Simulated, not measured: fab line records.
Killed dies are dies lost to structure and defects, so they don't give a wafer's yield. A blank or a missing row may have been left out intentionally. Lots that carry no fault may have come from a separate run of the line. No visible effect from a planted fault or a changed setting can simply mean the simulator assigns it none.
fab line records	flow n5-finfet
[record] lots = 9	wafers = 27	last-day = 18
route steps=1938 shown DUMMY_GATE@235 SPACER0@258 SD_EPI_N@272 PASSIVATION@1936
lots untouched by any fault: they come from a run of this same line in which no faults occurred
start-h: hours from the record's first day to the start of the lot's first wafer shown	wait-h: hours elapsed since this lot's preceding step	" identical to the entry in the row above	L1.1+2: a row that stands for several wafers	- either no value or no given start	* or withheld: withheld	< > ~ a bound
route shown NAME@n: NAME is a module with steps in the file, n the number in the route of the first one	usual: average and standard deviation across the fault-free wafers	same: alike in all rows	chamber/n: place in a boat	sites: each site's reading	_std_site: their standard deviation	_edge_site: outer sites' mean less inner sites'	radius-mm: for every site, how far away it sits from the centre of the wafer	mask NAME#n: copy n	behind: the most recent tool/chamber to have shaped the wafer	hold: why the lot was held/for how many hours/how that ended	device: the transistor (n, p or np) that didn't switch	end of line: the same wafers' tests at the end of the route	for a step that has no rows: nothing shown but its recipe	killed: count of dies lost to structure and defects at first sort (not the wafer's yield)	map: a wafer's dies, marking killed ones x, the rest . and places with no die _
set.NAME: the setting as run; set.NAME@STEP: as run at that earlier step	model.NAME: the simulator's own value behind a step, which no gauge read
route steps across a sampled set of lots; one table per step, one row per wafer
services: the hour from which a tool's chamber was out of use, counted from the record's first day as start-h (under 0 if before that day), plus the number of hours and why
[[steps]]
[step N5_DUMMY_GATE_ETCH_29]
[recipe] chemistry = N2/H2	target = underlayer	target-depth-a = 130	ion-energy-ev = 200	pressure-mtorr = 30	source-w = 840	bias-w = 150	n2-flow-sccm = 200	h2-flow-sccm = 200
[usual] bias-w = 150.0/0.45	drypump-motor-current-A = 5.8/0.63	oes-product-au = 0.75/0.082	rf-vpp-V = 523.7/2.9	showerhead-plenum-p-Torr = 2.54/0.1	throttle-valve-pct = 17.90/0.23
lot.wafer	tool	chamber	start-h	wait-h	bias-w	drypump-motor-current-A	oes-product-au	rf-hours-counter-h	rf-vpp-V	showerhead-plenum-p-Torr	throttle-valve-pct
L794.1	rie-diel-03	2	83.57	0.0	150.0	5.5	0.76	161	524.0	2.53	18.06
L794.3	"	1	"	"	150.8	6.1	0.75	120	527.3	2.67	17.87
L794.5	"	0	"	"	149.9	5.2	0.75	-	522.6	2.44	17.66
L797.4	rie-diel-04	0	103.65	0.0	150.5	5.4	0.78	132	526.3	2.66	18.06
L797.5	"	2	"	"	149.6	6.1	0.71	-	523.5	2.52	18.05
L797.6	"	3	"	"	149.9	6.8	0.71	-	521.6	2.42	17.63
L801.1	rie-diel-01	3	127.02	0.0	149.6	6.3	0.80	88	521.5	2.46	17.67
L801.2	"	2	"	"	149.6	6.6	0.69	231	522.5	2.51	18.26
L801.6	"	2	"	"	149.6	6.6	0.69	-	523.7	2.51	18.27
L802.1	rie-diel-04	3	130.74	0.0	149.8	6.7	0.71	192	520.2	2.42	17.63
L802.4	"	1	"	"	149.8	5.4	0.69	-	525.8	2.60	18.04
L802.6	"	3	"	"	150.3	6.7	0.71	-	519.3	2.42	17.63
L804.3	rie-diel-04	1	140.87	0.0	150.7	5.4	0.69	249	523.7	2.60	18.05
L804.4	"	1	"	"	150.3	5.4	0.69	-	525.8	2.60	18.04
L804.5	"	3	"	"	149.9	6.8	0.70	-	520.1	2.42	17.65
L807.1	rie-diel-04	1	165.78	0.0	149.1	5.4	1.00	2	525.9	2.59	17.66
L807.4	"	1	"	"	150.3	5.4	0.99	-	524.0	2.59	17.65
L807.6	"	3	"	"	150.2	6.7	0.69	-	519.7	2.41	17.65
L808.1	rie-diel-01	1	166.51	0.0	149.3	4.7	0.99	1	525.1	2.61	17.81
L808.3	"	3	"	"	149.9	6.2	0.79	103	522.6	2.46	17.68
L808.4	"	2	"	"	150.0	6.6	0.68	246	522.4	2.50	18.28
L809.2	rie-diel-04	0	176.96	0.0	149.9	5.4	0.77	155	526.4	2.65	18.09
L809.3	"	3	"	"	150.2	6.8	0.69	214	520.8	2.41	17.65
L809.4	"	1	"	"	149.9	5.4	0.97	6	525.2	2.59	17.66
L811.2	rie-diel-03	3	186.72	0.0	151.0	6.4	0.92	12	528.4	2.70	17.49
L811.3	"	2	"	"	150.3	5.5	0.73	187	523.5	2.52	18.11
L811.4	"	2	"	"	150.5	5.5	0.73	-	523.2	2.52	18.12
[step N5_DUMMY_GATE_ETCH_32]
[recipe] chemistry = CF4	target = SiO2	target-depth-a = 35	time-s = 3.9	ion-energy-ev = 350	pressure-mtorr = 10	icp-w = 800	bias-w = 400	cf4-flow-sccm = 80
[usual] bias-w = 399.8/1.3	drypump-motor-current-A = 5.8/0.51	oes-product-au = 1.002/0.016	throttle-valve-pct = 21.85/0.16
lot.wafer	tool	chamber	start-h	wait-h	bias-w	drypump-motor-current-A	oes-product-au	rf-hours-counter-h	throttle-valve-pct
L794.1	rie-si-05	0	84.17	0.1	400.9	6.2	1.014	126	21.93
L794.3	"	2	"	"	399.7	6.0	0.992	64	21.91
L794.5	"	0	"	"	400.9	6.1	1.009	-	21.93
L797.4	rie-si-05	1	104.40	0.1	398.1	5.6	0.985	108	21.89
L797.5	"	3	"	"	399.0	5.2	0.998	-	21.79
L797.6	"	0	"	"	399.6	6.2	1.009	-	21.94
L801.1	rie-si-06	2	127.79	0.1	399.9	5.8	0.999	88	21.73
L801.2	"	1	"	"	400.0	5.6	1.000	135	21.71
L801.6	"	2	"	"	398.8	5.8	1.000	-	21.73
L802.1	rie-si-05	0	131.71	0.1	398.8	6.1	1.007	126	21.92
L802.4	"	1	"	"	401.1	5.6	0.997	108	21.89
L802.6	"	3	"	"	402.2	5.2	1.004	-	21.80
L804.3	rie-si-02	3	141.47	0.1	398.5	6.5	0.961	27	21.69
L804.4	"	1	"	"	400.3	5.7	1.001	69	21.91
L804.5	"	3	"	"	399.5	6.5	0.961	-	21.71
L807.1	rie-si-05	0	166.38	0.1	401.2	6.2	1.020	127	21.95
L807.4	"	2	"	"	398.4	6.0	0.998	65	21.90
L807.6	"	2	"	"	398.2	6.0	1.006	-	21.90
L808.1	rie-si-02	2	167.20	0.1	401.1	6.7	1.013	1	22.15
L808.3	"	1	"	"	399.1	5.7	1.004	70	21.90
L808.4	"	3	"	"	400.1	6.6	0.965	28	21.70
L809.2	rie-si-05	2	177.57	0.1	399.3	6.0	1.005	65	21.90
L809.3	"	3	"	"	399.0	5.2	0.996	72	21.77
L809.4	"	0	"	"	399.2	6.2	1.013	127	21.93
L811.2	rie-si-02	1	187.47	0.1	399.8	5.6	1.002	70	21.93
L811.3	"	3	"	"	399.7	6.6	0.976	28	21.70
L811.4	"	0	"	"	399.4	4.9	1.039	24	21.64
[step N5_DUMMY_GATE_STRIP_48]
[recipe] chemistry = N2/H2	time-s = 20	power-w = 100	temp-c = 40	pressure-mtorr = 100	rf-frequency-hz = 6e+07	bias-power-w = 3	n2-flow-sccm = 300	h2-flow-sccm = 300
[usual] drypump-motor-current-A = 5.8/0.64	oes-product-au = 0.77/0.1	rf-vpp-V = 45.2/0.85	showerhead-plenum-p-Torr = 3.37/0.13	temp-c = 39.98/0.12	throttle-valve-pct = 12.24/0.27
lot.wafer	tool	chamber	start-h	wait-h	drypump-motor-current-A	oes-product-au	rf-hours-counter-h	rf-vpp-V	showerhead-plenum-p-Torr	temp-c	throttle-valve-pct
L794.1	rie-diel-03	0	84.47	0.0	5.2	0.76	141	44.0	3.25	39.86	12.05
L794.3	"	3	"	"	6.4	0.68	241	43.5	3.19	39.99	12.36
L794.5	"	0	"	"	5.2	0.76	-	44.1	3.25	39.90	12.04
L797.4	rie-diel-03	0	104.70	0.0	5.1	0.76	146	45.6	3.24	39.91	12.05
L797.5	"	2	"	"	5.5	0.74	-	44.7	3.36	40.04	12.41
L797.6	"	3	"	"	6.5	0.69	-	46.5	3.19	40.04	12.39
L801.1	rie-diel-01	0	128.14	0.0	5.8	1.00	3	45.6	3.59	40.05	11.74
L801.2	"	2	"	"	6.6	0.69	232	45.6	3.33	39.89	12.62
L801.6	"	3	"	"	6.2	0.80	-	44.3	3.28	39.77	11.98
L802.1	rie-diel-04	0	132.10	0.0	5.4	0.79	141	46.3	3.52	39.90	12.35
L802.4	"	3	"	"	6.8	0.70	-	45.2	3.22	40.05	12.10
L802.6	"	1	"	"	5.4	0.69	-	46.5	3.45	40.06	12.47
L804.3	rie-diel-04	0	141.78	0.0	5.4	0.78	145	45.9	3.52	39.91	12.38
L804.4	"	1	"	"	5.4	0.68	-	45.8	3.44	39.99	12.50
L804.5	"	0	"	"	5.4	0.78	-	45.2	3.52	40.17	12.38
L807.1	rie-diel-01	2	166.70	0.0	6.5	0.68	246	43.6	3.32	39.94	12.67
L807.4	"	3	"	"	6.2	0.79	103	46.5	3.27	40.00	12.01
L807.6	"	2	"	"	6.6	0.67	-	44.5	3.32	40.09	12.68
L808.1	rie-diel-01	1	167.50	0.0	4.7	0.98	1	45.4	3.46	40.14	11.98
L808.3	"	0	"	"	5.9	0.94	17	45.8	3.58	40.04	11.81
L808.4	"	2	"	"	6.6	0.67	247	44.5	3.32	39.87	12.67
L809.2	rie-diel-04	2	177.86	0.0	6.1	0.70	225	44.3	3.34	40.03	12.48
L809.3	"	1	"	"	5.4	0.96	6	44.9	3.44	39.81	11.85
L809.4	"	0	"	"	5.4	0.78	155	44.3	3.51	40.09	12.40
L811.2	rie-diel-01	1	187.88	0.0	4.7	0.95	8	44.9	3.46	40.00	12.00
L811.3	"	0	"	"	5.8	0.94	24	45.5	3.58	39.91	11.82
L811.4	"	3	"	"	6.2	0.78	-	45.5	3.26	39.96	12.05
[step N5_DUMMY_GATE_INSPECT_27]
[recipe] inspect-instrument = brightfield	mode = aei
[usual] raw-defect-count = 313/73
lot.wafer	tool	chamber	start-h	wait-h	raw-defect-count
L794.1	defect-inspect-02	-	84.65	0.0	472
L794.3	"	-	"	"	448
L794.5	"	-	"	"	277
L797.4	defect-inspect-02	-	104.89	0.0	355
L797.5	"	-	"	"	337
L797.6	"	-	"	"	285
L801.1	defect-inspect-01	-	128.34	0.0	266
L801.2	"	-	"	"	285
L801.6	"	-	"	"	246
L802.1	defect-inspect-01	-	132.29	0.0	322
L802.4	"	-	"	"	465
L802.6	"	-	"	"	273
L804.3	defect-inspect-01	-	141.97	0.0	250
L804.4	"	-	"	"	218
L804.5	"	-	"	"	229
L807.1	defect-inspect-02	-	166.89	0.0	851
L807.4	"	-	"	"	850
L807.6	"	-	"	"	813
L808.1	defect-inspect-01	-	167.69	0.0	260
L808.3	"	-	"	"	183
L808.4	"	-	"	"	198
L809.2	defect-inspect-02	-	178.05	0.0	763
L809.3	"	-	"	"	739
L809.4	"	-	"	"	696
L811.2	defect-inspect-02	-	188.07	0.0	370
L811.3	"	-	"	"	438
L811.4	"	-	"	"	249
[step N5_SPACER0_ALD_07]
[recipe] material = SiNx	target-thk-a = 20	temp-c = 400	ald-precursor-family = SiH2I2	ald-co-reactant = N2/H2-plasma	pressure-torr = 2
[usual] chamber-pressure-Torr = 2.000/0.0043	heater-power-w = 849/67
lot.wafer	tool	chamber	start-h	wait-h	chamber-pressure-Torr	heater-power-w	since-wet-clean-h
L794.1	ald-sin-01	0	84.69	0.0	2.001	977	364
L794.3	"	1	"	"	1.995	745	364
L794.5	"	2	"	"	1.999	911	-
L797.4	ald-sin-01	2	105.12	0.2	2.009	876	5
L797.5	"	2	"	"	2.008	859	-
L797.6	"	3	"	"	2.000	918	-
L801.1	ald-sin-01	2	129.37	1.0	1.999	865	30
L801.2	"	3	"	"	1.993	904	30
L801.6	"	2	"	"	2.000	858	-
L802.1	ald-sin-03	0	132.33	0.0	1.999	804	230
L802.4	"	1	"	"	1.999	877	230
L802.6	"	2	"	"	1.999	835	-
L804.3	ald-sin-03	1	142.00	0.0	1.995	856	240
L804.4	"	3	"	"	1.994	976	240
L804.5	"	2	"	"	2.005	838	-
L807.1	ald-sin-04	3	166.92	0.0	2.002	860	356
L807.4	"	0	"	"	2.000	833	356
L807.6	"	2	"	"	1.999	850	-
L808.1	ald-sin-04	3	167.72	0.0	1.998	882	357
L808.3	"	0	"	"	1.999	843	357
L808.4	"	2	"	"	2.006	848	357
L809.2	ald-sin-01	2	179.20	1.2	2.002	842	79
L809.3	"	1	"	"	2.002	716	79
L809.4	"	3	"	"	1.997	923	79
L811.2	ald-sin-01	1	189.08	1.0	1.998	722	89
L811.3	"	3	"	"	1.998	918	89
L811.4	"	0	"	"	1.999	845	89
[step N5_SPACER0_INSPECT_04]
[recipe] inspect-instrument = darkfield	mode = post-dep
[usual] raw-defect-count = 142/33
lot.wafer	tool	chamber	start-h	wait-h	raw-defect-count
L794.1	defect-inspect-02	-	85.26	0.1	185
L794.3	"	-	"	"	198
L794.5	"	-	"	"	136
L797.4	defect-inspect-02	-	105.69	0.1	139
L797.5	"	-	"	"	192
L797.6	"	-	"	"	134
L801.1	defect-inspect-02	-	129.94	0.1	105
L801.2	"	-	"	"	101
L801.6	"	-	"	"	102
L802.1	defect-inspect-01	-	132.89	0.1	141
L802.4	"	-	"	"	168
L802.6	"	-	"	"	128
L804.3	defect-inspect-02	-	142.57	0.1	87
L804.4	"	-	"	"	105
L804.5	"	-	"	"	93
L807.1	defect-inspect-02	-	167.49	0.1	661
L807.4	"	-	"	"	695
L807.6	"	-	"	"	668
L808.1	defect-inspect-01	-	168.29	0.1	132
L808.3	"	-	"	"	83
L808.4	"	-	"	"	114
L809.2	defect-inspect-02	-	179.77	0.1	660
L809.3	"	-	"	"	617
L809.4	"	-	"	"	589
L811.2	defect-inspect-02	-	189.64	0.1	163
L811.3	"	-	"	"	165
L811.4	"	-	"	"	128
[step N5_SD_EPI_N_INSPECT_11]
[recipe] mode = adi	inspect-instrument = macro
[usual] raw-defect-count = 1.9/1.4
lot.wafer	tool	chamber	start-h	wait-h	raw-defect-count
L794.1	defect-inspect-01	-	85.59	0.0	0
L794.3	"	-	"	"	0
L794.5	"	-	"	"	2
L797.4	defect-inspect-02	-	106.15	0.0	4
L797.5	"	-	"	"	3
L797.6	"	-	"	"	1
L801.1	defect-inspect-01	-	130.39	0.0	2
L801.2	"	-	"	"	1
L801.6	"	-	"	"	4
L802.1	defect-inspect-02	-	133.22	0.0	5
L802.4	"	-	"	"	2
L802.6	"	-	"	"	0
L804.3	defect-inspect-02	-	142.90	0.0	1
L804.4	"	-	"	"	1
L804.5	"	-	"	"	2
L807.1	defect-inspect-02	-	167.94	0.0	>300
L807.4	"	-	"	"	>300
L807.6	"	-	"	"	>300
L808.1	defect-inspect-02	-	168.62	0.0	3
L808.3	"	-	"	"	1
L808.4	"	-	"	"	3
L809.2	defect-inspect-02	-	180.10	0.0	>300
L809.3	"	-	"	"	>300
L809.4	"	-	"	"	>300
L811.2	defect-inspect-02	-	190.10	0.0	1
L811.3	"	-	"	"	4
L811.4	"	-	"	"	1
[step N5_SD_EPI_N_INSPECT_26]
[recipe] inspect-instrument = darkfield	mode = post-epi
[usual] raw-defect-count = 209/41
lot.wafer	tool	chamber	start-h	wait-h	raw-defect-count
L794.1	defect-inspect-01	-	90.63	0.3	277
L794.3	"	-	"	"	243
L794.5	"	-	"	"	201
L797.4	defect-inspect-02	-	110.86	0.1	244
L797.5	"	-	"	"	260
L797.6	"	-	"	"	200
L801.1	defect-inspect-02	-	134.75	0.1	174
L801.2	"	-	"	"	150
L801.6	"	-	"	"	179
L802.1	defect-inspect-02	-	137.26	0.1	171
L802.4	"	-	"	"	252
L802.6	"	-	"	"	200
L804.3	defect-inspect-02	-	148.66	0.1	119
L804.4	"	-	"	"	172
L804.5	"	-	"	"	214
L807.1	defect-inspect-01	-	171.92	0.1	805
L807.4	"	-	"	"	817
L807.6	"	-	"	"	778
L808.1	defect-inspect-01	-	172.92	0.1	245
L808.3	"	-	"	"	140
L808.4	"	-	"	"	173
L809.2	defect-inspect-01	-	184.86	0.1	753
L809.3	"	-	"	"	671
L809.4	"	-	"	"	673
L811.2	defect-inspect-01	-	194.10	0.1	227
L811.3	"	-	"	"	243
L811.4	"	-	"	"	220
[step N5_PASSIVATION_PROBE_49]
[usual] defect-limited-yield = 91.7/1.5	killed_at_M0_to_M3 = 30/8.6	killed_at_M4_up = 12/4.5	killed-at-contacts = 13/5.8	killed-at-front-end = 38/11	killed-at-other = 4/3	killed-dies = 97/17	killed-open = 63/12	killed-short = 32/8.8	sort_bin_5_function = 4.8/0.91	sort_bin_6_memory = 3.1/0.68	sort-n-pass = 1083/17	sort-yield-pct = 91.7/1.5
[same] gross-dies = 1180	killed-at-back-side = 0	sort_bin_4_leakage[%] = 0	sort_bin_8_speed[%] = 0
lot.wafer	tool	chamber	start-h	wait-h	defect-limited-yield[%]	killed_at_M0_to_M3	killed_at_M4_up	killed-at-contacts	killed-at-front-end	killed-at-other	killed-dies	killed-open	killed-short	sort_bin_5_function[%]	sort_bin_6_memory[%]	sort-n-pass	sort-yield-pct[%]
L794.1	prober-02	-	310.06	0.0	92.7	9	5	30	39	3	86	58	27	4.7	2.4	1094	92.7
L794.3	prober-02	-	310.16	0.1	92.5	25	3	17	43	0	88	57	29	4.7	2.5	1092	92.5
L794.5	prober-02	-	310.26	0.2	93.6	17	7	12	40	0	76	37	37	3.7	2.2	1104	93.6
L797.4	prober-01	-	336.44	0.2	91.1	43	18	15	28	1	105	73	31	5.6	2.8	1075	91.1
L797.5	prober-01	-	336.49	0.2	89.7	42	16	28	33	3	122	78	40	6.0	3.6	1058	89.7
L797.6	prober-01	-	336.54	0.3	93.4	23	12	10	32	1	78	51	26	3.6	2.9	1102	93.4
L802.1	prober-01	-	357.49	0.0	89.8	45	9	15	47	4	120	71	49	6.4	3.3	1060	89.8
L802.4	prober-01	-	357.64	0.2	91.6	21	24	11	41	2	99	55	43	5.4	2.5	1081	91.6
L802.6	prober-01	-	357.74	0.3	90.4	28	18	19	39	9	113	78	35	5.5	3.8	1067	90.4
L801.1	prober-02	-	363.43	0.0	95.3	22	10	10	12	2	56	40	16	2.5	2.1	1124	95.3
L801.2	prober-02	-	363.48	0.1	94.7	28	8	2	24	1	63	39	21	3.6	1.6	1117	94.7
L801.6	prober-02	-	363.68	0.3	94.5	15	6	16	26	2	65	49	15	3.2	1.9	1115	94.5
L804.3	prober-01	-	373.49	0.1	92.4	18	11	15	43	3	90	63	27	4.7	2.6	1090	92.4
L804.4	prober-01	-	373.54	0.2	93.6	22	18	8	25	3	76	63	13	3.8	2.6	1104	93.6
L804.5	prober-01	-	373.59	0.2	93.2	19	21	13	23	4	80	53	27	3.6	3.1	1100	93.2
L808.1	prober-01	-	399.18	0.0	93.2	34	10	6	30	0	80	64	15	4.2	2.5	1100	93.2
L808.3	prober-01	-	399.28	0.1	93.6	27	8	9	31	1	76	47	27	3.9	2.3	1104	93.6
L808.4	prober-01	-	399.33	0.2	93.6	20	17	21	16	2	76	49	24	3.7	2.6	1104	93.6
L811.2	prober-02	-	421.86	0.1	92.8	31	9	11	32	2	85	52	29	4.4	2.4	1095	92.8
L811.3	prober-02	-	421.91	0.1	92.0	22	14	20	38	0	94	72	20	4.9	3.1	1086	92.0
L811.4	prober-02	-	421.96	0.2	91.3	32	13	17	41	0	103	67	30	4.3	4.2	1077	91.3
// killed by level:class
L794.1 MOL_CONTACT_COAG:geometric-particle:open=23 FIN_SAQP:geometric-particle:short=8 MOL_CONTACT_COAG:geometric-particle:short=7 STI_FIN_REVEAL:geometric-particle:open=6 GATE_CUT:geometric-particle:open=5 GATE_CUT:geometric-particle:short=5 FIN_SAQP:geometric-particle:open=3 DUMMY_GATE:geometric-particle:open=3
L794.3 MOL_CONTACT_COAG:geometric-particle:open=12 BEOL_M0_SAQP:geometric-particle:open=11 STI_FIN_REVEAL:geometric-particle:open=7 FIN_SAQP:geometric-particle:short=6 MOL_CONTACT_COAG:geometric-particle:short=5 BEOL_M0_SAQP:geometric-particle:short=5 ILD0:geometric-particle:open=4 GATE_CUT:geometric-particle:short=4
L794.5 FIN_SAQP:geometric-particle:short=14 MOL_CONTACT_COAG:geometric-particle:open=10 GATE_CUT:geometric-particle:short=8 BEOL_M1:geometric-particle:open=5 GATE_CUT:geometric-particle:open=3 BEOL_M0_SAQP:geometric-particle:short=3 BEOL_M0_SAQP:geometric-particle:open=3 STARTING-WAFER:geometric-particle:short=3
L797.4 MOL_CONTACT_COAG:geometric-particle:open=13 BEOL_M2:geometric-particle:open=10 BEOL_M4:geometric-particle:open=10 BEOL_M0_SAQP:geometric-particle:short=9 BEOL_M1:geometric-particle:open=8 BEOL_M0_SAQP:geometric-particle:open=6 STI_FIN_REVEAL:geometric-particle:open=5 FIN_SAQP:geometric-particle:short=4
L797.5 MOL_CONTACT_COAG:geometric-particle:open=22 STI_FIN_REVEAL:geometric-particle:open=9 BEOL_M0_SAQP:geometric-particle:open=9 BEOL_M4:geometric-particle:open=9 BEOL_M0_SAQP:geometric-particle:short=8 BEOL_M3:geometric-particle:open=8 MOL_CONTACT_COAG:geometric-particle:short=6 BEOL_M2:geometric-particle:short=5
L797.6 MOL_CONTACT_COAG:geometric-particle:open=8 STI_FIN_REVEAL:geometric-particle:open=7 BEOL_M4:geometric-particle:open=5 FIN_SAQP:geometric-particle:open=4 FIN_SAQP:geometric-particle:short=4 BEOL_M2:geometric-particle:open=4 BEOL_M0_SAQP:geometric-particle:short=4 DUMMY_GATE:geometric-particle:open=3
L802.1 BEOL_M0_SAQP:geometric-particle:open=16 FIN_SAQP:geometric-particle:short=14 STI_FIN_REVEAL:geometric-particle:open=12 MOL_CONTACT_COAG:geometric-particle:open=8 BEOL_M0_SAQP:geometric-particle:short=7 MOL_CONTACT_COAG:geometric-particle:short=7 FIN_SAQP:geometric-particle:open=6 BEOL_M2:geometric-particle:open=5
L802.4 FIN_SAQP:geometric-particle:short=18 MOL_CONTACT_COAG:geometric-particle:open=10 FIN_SAQP:geometric-particle:open=9 BEOL_M4:geometric-particle:short=8 BEOL_M2:geometric-particle:open=6 BEOL_M4:geometric-particle:open=6 BEOL_M5:geometric-particle:open=5 BEOL_M3:geometric-particle:open=4
L802.6 FIN_SAQP:geometric-particle:open=22 MOL_CONTACT_COAG:geometric-particle:open=15 FIN_SAQP:geometric-particle:short=7 BEOL_M1:geometric-particle:open=7 BEOL_M4:geometric-particle:short=6 BEOL_M0_SAQP:geometric-particle:open=5 MOL_CONTACT_COAG:geometric-particle:short=4 BEOL_M1:geometric-particle:short=4
L801.1 BEOL_M3:geometric-particle:open=9 MOL_CONTACT_COAG:geometric-particle:open=8 GATE_CUT:geometric-particle:short=5 BEOL_M6:geometric-particle:open=5 BEOL_M0_SAQP:geometric-particle:short=4 BEOL_M1:geometric-particle:open=4 BEOL_M0_SAQP:geometric-particle:open=3 BEOL_M5:geometric-particle:open=3
L801.2 BEOL_M0_SAQP:geometric-particle:short=8 STI_FIN_REVEAL:geometric-particle:open=5 BEOL_M3:geometric-particle:open=5 FIN_SAQP:geometric-particle:open=4 BEOL_M1:geometric-particle:open=4 BEOL_M6:geometric-particle:open=4 BEOL_M1:geometric-particle:short=3 STARTING-WAFER:geometric-particle:open=3
L801.6 MOL_CONTACT_COAG:geometric-particle:open=13 FIN_SAQP:geometric-particle:open=5 STI_FIN_REVEAL:geometric-particle:open=5 BEOL_M1:geometric-particle:open=4 STARTING-WAFER:geometric-particle:open=4 MOL_CONTACT_COAG:geometric-particle:short=3 BEOL_M0_SAQP:geometric-particle:open=3 STARTING-WAFER:geometric-particle:short=3
L804.3 MOL_CONTACT_COAG:geometric-particle:open=13 FIN_SAQP:geometric-particle:open=11 FIN_SAQP:geometric-particle:short=9 STARTING-WAFER:geometric-particle:open=5 STI_FIN_REVEAL:geometric-particle:open=4 DUMMY_GATE:geometric-particle:open=4 BEOL_M4:geometric-particle:open=4 ILD0:geometric-particle:short=3
L804.4 STI_FIN_REVEAL:geometric-particle:open=15 BEOL_M3:geometric-particle:open=7 MOL_CONTACT_COAG:geometric-particle:open=6 FIN_SAQP:geometric-particle:open=5 BEOL_M1:geometric-particle:open=5 BEOL_M4:geometric-particle:open=5 BEOL_M8:geometric-particle:open=5 BEOL_M0_SAQP:geometric-particle:short=4
L804.5 BEOL_M4:geometric-particle:open=12 MOL_CONTACT_COAG:geometric-particle:open=10 STI_FIN_REVEAL:geometric-particle:open=6 BEOL_M0_SAQP:geometric-particle:short=6 FIN_SAQP:geometric-particle:open=4 BEOL_M1:geometric-particle:open=4 FIN_SAQP:geometric-particle:short=3 MOL_CONTACT_COAG:geometric-particle:short=3
L808.1 BEOL_M0_SAQP:geometric-particle:open=14 STI_FIN_REVEAL:geometric-particle:open=12 BEOL_M2:geometric-particle:open=10 MOL_CONTACT_COAG:geometric-particle:open=5 DUMMY_GATE:geometric-particle:open=5 BEOL_M4:geometric-particle:open=5 GATE_CUT:geometric-particle:open=3 BEOL_M0_SAQP:geometric-particle:short=3
L808.3 BEOL_M0_SAQP:geometric-particle:short=11 MOL_CONTACT_COAG:geometric-particle:open=8 BEOL_M4:geometric-particle:open=7 BEOL_M0_SAQP:geometric-particle:open=6 FIN_SAQP:geometric-particle:short=4 STI_FIN_REVEAL:geometric-particle:open=4 STI_FIN_REVEAL:geometric-particle:short=4 DUMMY_GATE:geometric-particle:open=4
L808.4 MOL_CONTACT_COAG:geometric-particle:open=15 MOL_CONTACT_COAG:geometric-particle:short=6 BEOL_M0_SAQP:geometric-particle:open=6 BEOL_M2:geometric-particle:open=6 BEOL_M4:geometric-particle:open=6 STI_FIN_REVEAL:geometric-particle:open=4 BEOL_M0_SAQP:geometric-particle:short=4 BEOL_M8:geometric-particle:open=4
L811.2 BEOL_M0_SAQP:geometric-particle:short=11 BEOL_M2:geometric-particle:open=8 MOL_CONTACT_COAG:geometric-particle:open=7 STI_FIN_REVEAL:geometric-particle:open=5 BEOL_M0_SAQP:geometric-particle:open=5 MOL_CONTACT_COAG:geometric-particle:short=4 GATE_CUT:geometric-particle:open=4 BEOL_M4:geometric-particle:open=4
L811.3 MOL_CONTACT_COAG:geometric-particle:open=17 STI_FIN_REVEAL:geometric-particle:open=13 DUMMY_GATE:geometric-particle:open=12 BEOL_M0_SAQP:geometric-particle:short=7 BEOL_M1:geometric-particle:open=6 BEOL_M0_SAQP:geometric-particle:open=5 BEOL_M4:geometric-particle:open=4 FIN_SAQP:geometric-particle:short=3
L811.4 MOL_CONTACT_COAG:geometric-particle:open=14 STI_FIN_REVEAL:geometric-particle:open=8 FIN_SAQP:geometric-particle:short=7 BEOL_M0_SAQP:geometric-particle:short=7 FIN_SAQP:geometric-particle:open=6 BEOL_M1:geometric-particle:open=6 BEOL_M3:geometric-particle:open=5 BEOL_M0_SAQP:geometric-particle:open=4
[[services]]
tool	chamber	start-h	hours	kind
ald-sin-01	0	60.25	10.6	repair
ald-sin-01	-	68.04	14.6	pm
rie-si-06	-	70.49	0.7	repair
rie-si-06	-	72.36	14.6	pm
ald-sin-03	3	75.44	3.7	repair
rie-diel-04	0	78.56	1.2	repair
ald-sin-01	-	85.75	14.0	pm
rie-diel-01	0	93.52	-	clean
rie-diel-01	0	93.52	-	consumable-replace:focus-ring
rie-diel-01	0	93.52	-	consumable-replace:showerhead
rie-diel-01	0	93.52	22.0	scheduled-down
rie-diel-01	0	93.52	22.0	vent-cycle
rie-diel-03	-	123.29	14.6	pm
rie-diel-04	2	124.85	24.6	repair
rie-diel-01	1	144.70	-	clean
rie-diel-01	1	144.70	-	consumable-replace:focus-ring
rie-diel-01	1	144.70	16.8	scheduled-down
rie-diel-04	1	149.68	-	clean
rie-diel-04	1	149.68	-	consumable-replace:focus-ring
ald-sin-03	2	160.90	16.3	repair
rie-diel-04	0	161.53	6.6	repair
rie-si-02	-	169.57	1.8	repair
rie-diel-03	1	175.27	12.3	repair
ald-sin-04	-	177.89	14.0	pm
[[key]]
[first-sign] step = N5_DUMMY_GATE_INSPECT_27	reading = raw-defect-count	direction = up	sigmas = 6.5	usual = 313	struck = 785
[effect] step = N5_SPACER0_INSPECT_04	reading = raw-defect-count	direction = up	sigmas = 15	usual = 142	struck = 648
[effect] step = N5_SD_EPI_N_INSPECT_11	reading = raw-defect-count	direction = up	sigmas = 99+	usual = 1.9	struck = >300
[effect] step = N5_SD_EPI_N_INSPECT_26	reading = raw-defect-count	direction = up	sigmas = 13	usual = 209	struck = 750
met-at N5_DUMMY_GATE_ETCH_32
struck-lots L807,L809
rows-end L807.1,L807.4,L807.6,L809.2,L809.3,L809.4
not-acting-at N5_DUMMY_GATE_ETCH_29,N5_DUMMY_GATE_STRIP_48,N5_SPACER0_ALD_07
onset-between 131.71 166.38
[fault] kind = chamber-particle-source	tool = rie-si-05	chamber = -	onset-h = 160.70	steps = N5_DUMMY_GATE_ETCH_32	rate-per-visit-cm2 = 0.79948
// rows-end: these wafers met a further fault down the route, and their rows from its step on are left out
